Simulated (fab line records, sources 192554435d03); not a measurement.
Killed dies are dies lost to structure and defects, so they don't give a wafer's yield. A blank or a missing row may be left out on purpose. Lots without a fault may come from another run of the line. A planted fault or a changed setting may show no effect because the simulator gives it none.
fab line records | flow n5_finfet
record lots=4 wafers=12 last_day=18
route steps=1938 shown DUMMY_GATE@247 SPACER0@258 SD_EPI_N@262 SD_EPI_P@326 BEOL_M4@1111
lots that met no fault: from a run of the same line without faults
start_h: hours from the record's first day to the start of the lot's first wafer shown | wait_h: hours since the lot's step before | " the same as in the row above | L1.1+2: a row that stands for several wafers | - no value, or no start given | * or withheld: withheld | < > ~ a bound
route shown NAME@n: a module of which the file shows steps, and the number in the route of the first | usual: mean/standard deviation of fault-free wafers | same: alike in all rows | chamber/n: place in a boat | sites: the reading at each site | _std_site: their standard deviation | _edge_site: outer sites' mean less inner sites' | radius_mm: how far each site lies from the wafer's centre | mask NAME#n: copy n | behind: the tool/chamber that last shaped the wafer | hold: why the lot was held/for how many hours/how that ended | device: the transistor (n, p or np) that didn't switch | end of line: the same wafers' tests at the end of the route | a step without rows: its recipe alone | killed: dies lost to structure and defects at the first sort, not the wafer's yield | map: a wafer's dies, x killed, . not, _ none there
set.NAME: the setting as run; set.NAME@STEP: as run at that earlier step | model.NAME: the simulator's own value behind a step, which no gauge read
lots at some steps of the route; a table a step, a row a wafer
services: from which hour (start_h, from the record's first day; less than 0 if before it) a tool's chamber was out of use, for how many hours, and why
## steps
# step N5_DUMMY_GATE_ETCH_23
# recipe chemistry=HBr/Cl2/O2 HBr_flow_sccm=150 Cl2_flow_sccm=80 O2_flow_sccm=12 bias_w=102 target_depth_a=410 time_s=22.3 target=poly-Si mask_material=SiO2 pressure_mtorr=10 icp_w=800
# step N5_DUMMY_GATE_ETCH_44
# recipe chemistry=HBr/O2 over_etch_frac=0.7 target_depth_a=1275 stop_on=SiO2 ion_energy_ev=60 bias_w=20 target=poly-Si mask_material=SiO2 pressure_mtorr=20 icp_w=400 HBr_flow_sccm=120 O2_flow_sccm=10
# step N5_DUMMY_GATE_ETCH_42
# recipe chemistry=CHF3/O2 target=SiO2 target_depth_a=35 time_s=31 ion_energy_ev=30 bias_w=12 pressure_mtorr=30 source_w=600 Ar_flow_sccm=200 CHF3_flow_sccm=50 O2_flow_sccm=5
# step N5_DUMMY_GATE_STRIP_48
# recipe chemistry=N2/H2 time_s=20 power_w=100 temp_c=40 pressure_mtorr=100 rf_frequency_hz=6e+07 bias_power_w=3 n2_flow_sccm=300 h2_flow_sccm=300
# step N5_DUMMY_GATE_PRECLEAN_33
# recipe chemistry=dHF time_s=10 dilution=750:1 temp_c=25
# step N5_DUMMY_GATE_PRECLEAN_25
# recipe chemistry=O3/DIW time_s=45 temp_c=22 o3_ppm=10
# step N5_DUMMY_GATE_PRECLEAN_51
# recipe chemistry=SC2 time_s=45 temp_c=35 mix=1:1:50
# step N5_DUMMY_GATE_SRD_26
# recipe dry=ipa_marangoni time_s=30 temp_c=23 rinse_liquid=diw
# step N5_DUMMY_GATE_UV_OZONE_45
# recipe time_s=120 pressure_torr=760 temp_c=25
# step N5_SPACER0_ALD_07
# recipe material=SiNx target_thk_a=20 temp_c=400 ald_precursor_family=SiH2I2 ald_co_reactant=N2/H2-plasma pressure_torr=2
# step N5_SPACER0_ALD_00
# recipe material=SiOCN target_thk_a=35 temp_c=400 ald_precursor_family=alkyl-aminosilane ald_co_reactant=O2/N2-plasma pulse_time_s=3 purge_time_s=2 co_reactant_purge_time_s=2 ald_cycles=58 pressure_torr=2
# usual ald_cycles=58/0 heater_power_w=856/100 precursor_pulse_height_rel=1.001/0.019
# same purge_time_s=2
# columns lot.wafer tool chamber start_h wait_h ald_cycles heater_power_w precursor_pulse_height_rel model.SiOCN_of_SPACER0_ALD_00.thk_nm
L841.1 ald_sin-01 3 77.64 0.1 58 777 0.995 3.4
L841.2 " 2 " " 58 805 1.019 3.6
L841.5 " 0 " " 58 749 1.011 3.4
L850.3 ald_sin-01 3 132.97 0.1 58 778 0.992 3.4
L850.4 " 2 " " 58 811 1.001 3.4
L850.6 " 1 " " 50 897 0.985 3
L851.3 ald_sin-01 0 138.80 0.1 58 746 0.986 3.4
L851.4 " 3 " " 58 785 1.006 3.4
L851.6 " 1 " " 50 910 0.992 3
L857.1 ald_sin-03 1 174.34 0.1 58 699 0.968 3.4
L857.3 " 2 " " 58 938 1.014 3.4
L857.4 " 0 " " 58 756 1.000 3.4
# step N5_SPACER0_ALD_08
# recipe material=SiNx target_thk_a=20 temp_c=400 ald_precursor_family=SiH2I2 ald_co_reactant=N2/H2-plasma pressure_torr=2
# step N5_SD_EPI_N_COAT_32
# recipe resist=SOC temp_c=250 time_s=60 spin_rpm=1500 resist_thk_nm=350
# step N5_SD_EPI_N_COAT_33
# recipe resist=SiARC temp_c=220 time_s=60 spin_rpm=1500 resist_thk_nm=35
# step N5_SD_EPI_N_COAT_03
# recipe resist=CAR-ArF-block spin_rpm=1500 resist_thk_nm=150
# step N5_SD_EPI_N_EBR_05
# recipe solvent=PGMEA ebr_width_mm=1.5
# step N5_SD_EPI_N_SOFTBAKE_04
# recipe temp_c=110 time_s=60 resist=CAR-ArF-block
# step N5_SD_EPI_N_EXPOSE_06
# recipe mask_id=SD_N_BLK na=1.35 source_shape=conventional sigma_outer=0.8 polarization=unpolarized target_cd_nm=120 dose_mj=39.75
# step N5_SD_EPI_N_PEB_07
# recipe peb_temp_c=110 peb_time_s=60 resist=CAR-ArF-block
# step N5_SD_EPI_N_DEVELOP_08
# recipe develop_time_s=30 developer=TMAH resist=CAR-ArF-block dev_temp_c=23 rinse_liquid=diw dry=air_spin
# step N5_SD_EPI_N_DESCUM_14
# recipe chemistry=O2 time_s=7.9 source_power_w=50 bias_power_w=20 pressure_mtorr=20 rf_frequency_hz=2.712e+07 temp_c=40 resist=CAR-ArF-block o2_flow_sccm=225
# step N5_SD_EPI_N_ETCH_34
# recipe chemistry=CF4 target=SiARC target_depth_a=455 mask_material=CAR-ArF-block time_s=75.8 ion_energy_ev=80 pressure_mtorr=40 source_w=545 bias_w=36 Ar_flow_sccm=100 cf4_flow_sccm=100 ends=cleared
# step N5_SD_EPI_N_ETCH_35
# recipe chemistry=N2/H2 target=SOC overetch_a=1080 mask_material=SiARC temp_c=40 ion_energy_ev=100 source_w=3000 bias_w=133 pressure_mtorr=20 time_s=486 n2_flow_sccm=200 h2_flow_sccm=200
# step N5_SD_EPI_N_STRIP_36
# recipe chemistry=N2/H2 temp_c=40 n2_flow_sccm=200 h2_flow_sccm=200 rf_frequency_hz=6e+07
# step N5_SD_EPI_N_ETCHBACK_44
# recipe chemistry=CH3F/O2 mode=anisotropic_etchback target=SiNx target_depth_a=145 stop_on=SiO2 over_etch_frac=0.3 ion_energy_ev=120 pressure_mtorr=30 source_w=395 bias_w=73 Ar_flow_sccm=150 CH3F_flow_sccm=30 O2_flow_sccm=20
# step N5_SD_EPI_N_ETCH_45
# recipe chemistry=CH3F/O2 target=SiOCN target_depth_a=60 mask_material=SOC ion_energy_ev=60 bias_w=29 pressure_mtorr=15 source_w=410 Ar_flow_sccm=150 CH3F_flow_sccm=30 O2_flow_sccm=20
# step N5_SD_EPI_N_ETCH_16
# recipe chemistry=CHF3/O2 target=SiO2 target_depth_a=50 mask_material=SOC pressure_mtorr=30 source_w=650 bias_w=170 Ar_flow_sccm=200 CHF3_flow_sccm=50 O2_flow_sccm=5 ion_energy_ev=200
# step N5_SD_EPI_N_STRIP_47
# recipe chemistry=CHF3/O2 resist=SiARC rf_frequency_hz=6e+07
# step N5_SD_EPI_N_SD_RECESS_17
# recipe chemistry=HBr/Cl2/O2 target_depth_a=410 mask_material=SOC time_s=23.7 bt_time_s=3 pressure_mtorr=10 icp_w=800 bias_w=112 HBr_flow_sccm=150 Cl2_flow_sccm=80 O2_flow_sccm=12
# step N5_SD_EPI_N_STRIP_38
# recipe chemistry=N2/H2 power_w=1000 temp_c=250 h2_frac=0.65 overash_fraction=0.3 pressure_mtorr=withheld n2_flow_sccm=1750 h2_flow_sccm=3250
# step N5_SD_EPI_N_WET_ETCH_43
# recipe chemistry=dHF dilution=withheld time_s=14 target=SiO2 target_depth_a=15 temp_c=25
# step N5_SD_EPI_N_STRIP_18
# recipe chemistry=SPM time_s=750 temp_c=130 h2so4_h2o2_vol_ratio=4
# step N5_SD_EPI_N_SRD_20
# recipe dry=ipa_marangoni do_ppb=5 time_s=30 temp_c=23 rinse_liquid=diw
# step N5_SD_EPI_N_PRECLEAN_48
# recipe chemistry=NF3:NH3 afs_cycles=2 temp_c=30 time_s=20 sublimation_temp_c=180 sublimation_time_s=60 pressure_torr=3 rf_power_w=30
# step N5_SD_EPI_N_VAPOR_ETCH_50
# recipe chemistry=HCl target=Si temp_c=775 time_s=54 pressure_torr=20 mode=isotropic
# step N5_SD_EPI_N_EPI_21
# recipe material=Si:P dopant=P temp_c=680 pressure_torr=255 time_s=690
# step N5_SD_EPI_P_PRECLEAN_32
# recipe chemistry=dHF time_s=10 dilution=500:1 temp_c=25
# columns lot.wafer tool chamber start_h wait_h model.SiOCN_of_SPACER0_ALD_00.thk_nm
L841.1+2+5 wet_bench-04 5,6,1 86.74 0.0 3.4
L850.3+4 wet_bench-03 7,6 142.27 0.0 3.4
L850.6 " 2 " " 3
L851.3+4 wet_bench-03 5,6 148.04 0.0 3.4
L851.6 " 7 " " 3
L857.1+3+4 wet_bench-02 3,1,6 183.89 0.0 3.4
# step N5_BEOL_M4_RC_MEAS_101
# usual DIBL_N=35.9/1.3 DIBL_P=35.9/1.5 IOFF_N=0.152/0.023 IOFF_P=0.204/0.027 ION_N=673/9.2 ION_P=462/6.7 REXT_N=74.9/1.8 SS_N=71.4/0.48 SS_P=73.2/0.55 VT_N=250.3/2.6 VT_P=-250.6/3
# columns lot.wafer tool chamber start_h wait_h DIBL_N[mV/V] DIBL_P[mV/V] IOFF_N[nA/um] IOFF_P[nA/um] ION_N[uA/um] ION_P[uA/um] REXT_N[ohm.um] SS_N[mV/dec] SS_P[mV/dec] VT_N[mV] VT_P[mV]
L841.1 prober-01 0 208.44 0.0 33.9 33.4 0.111 0.167 667 465 75.0 70.2 72.2 252.3 -254.0
L841.2 " 0 " " 35.6 35.4 0.142 0.194 664 458 74.8 71.1 73.6 251.6 -250.2
L841.5 " 0 " " 36.7 37.1 0.156 0.220 678 470 74.6 71.8 73.6 248.0 -251.2
L850.3 prober-01 0 272.24 0.3 35.4 38.1 0.178 0.250 681 473 75.3 71.2 73.3 247.2 -245.2
L850.4 " 0 " " 34.4 36.4 0.150 0.228 680 473 74.5 71.3 73.2 251.1 -246.5
L850.6 " 0 " " 36.1 37.7 0.192 0.275 694 481 70.4 71.6 72.9 246.1 -241.5
L851.3 prober-02 0 278.40 0.3 36.0 33.2 0.112 0.145 662 450 72.9 71.1 72.5 253.4 -256.7
L851.4 " 0 " " 37.0 34.8 0.124 0.166 653 452 72.1 71.4 73.6 254.0 -252.9
L851.6 " 0 " " 40.7 38.2 0.188 0.244 683 471 68.8 71.6 73.1 246.3 -247.9
L857.1 prober-02 0 313.43 0.0 34.7 35.3 0.125 0.155 659 449 72.9 71.1 73.1 254.6 -258.7
L857.3 " 0 " " 33.6 34.2 0.110 0.139 651 442 73.9 71.5 73.1 257.0 -256.1
L857.4 " 0 " " 35.3 36.8 0.139 0.175 659 454 74.3 70.8 73.2 252.8 -252.4
## services
# columns tool chamber start_h hours kind
ald_sin-01 - 83.81 14.6 pm
wet_bench-02 - 93.98 1.9 pm
wet_bench-04 - 95.33 4.9 repair
ald_sin-03 2 138.47 10.7 repair
ald_sin-03 - 177.34 14.0 pm
ald_sin-03 0 177.34 14.0 vent_cycle
ald_sin-03 1 177.34 14.0 vent_cycle
ald_sin-03 2 177.34 14.0 vent_cycle
ald_sin-03 3 177.34 14.0 vent_cycle
## key
first_sign step=N5_SPACER0_ALD_00 reading=ald_cycles direction=down sigmas=99+ usual=* struck=*
effect step=N5_BEOL_M4_RC_MEAS_101 reading=REXT_N direction=down sigmas=3 usual=74.9 struck=69.6
model_effect step=N5_SPACER0_ALD_00 value=SiOCN_of_SPACER0_ALD_00.thk_nm without=3.5 struck=3
model_effect step=N5_SD_EPI_P_PRECLEAN_32 value=SiOCN_of_SPACER0_ALD_00.thk_nm without=3.4 struck=3
met_at N5_SPACER0_ALD_00
struck_wafers L850.6,L851.6
fault kind=process_parameter_drift tool=ald_sin-01 chamber=1 onset_h=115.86 steps=N5_SPACER0_ALD_00 channel=ald_cycles offset=* shape=step end_h=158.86 acts_in=* stated=*
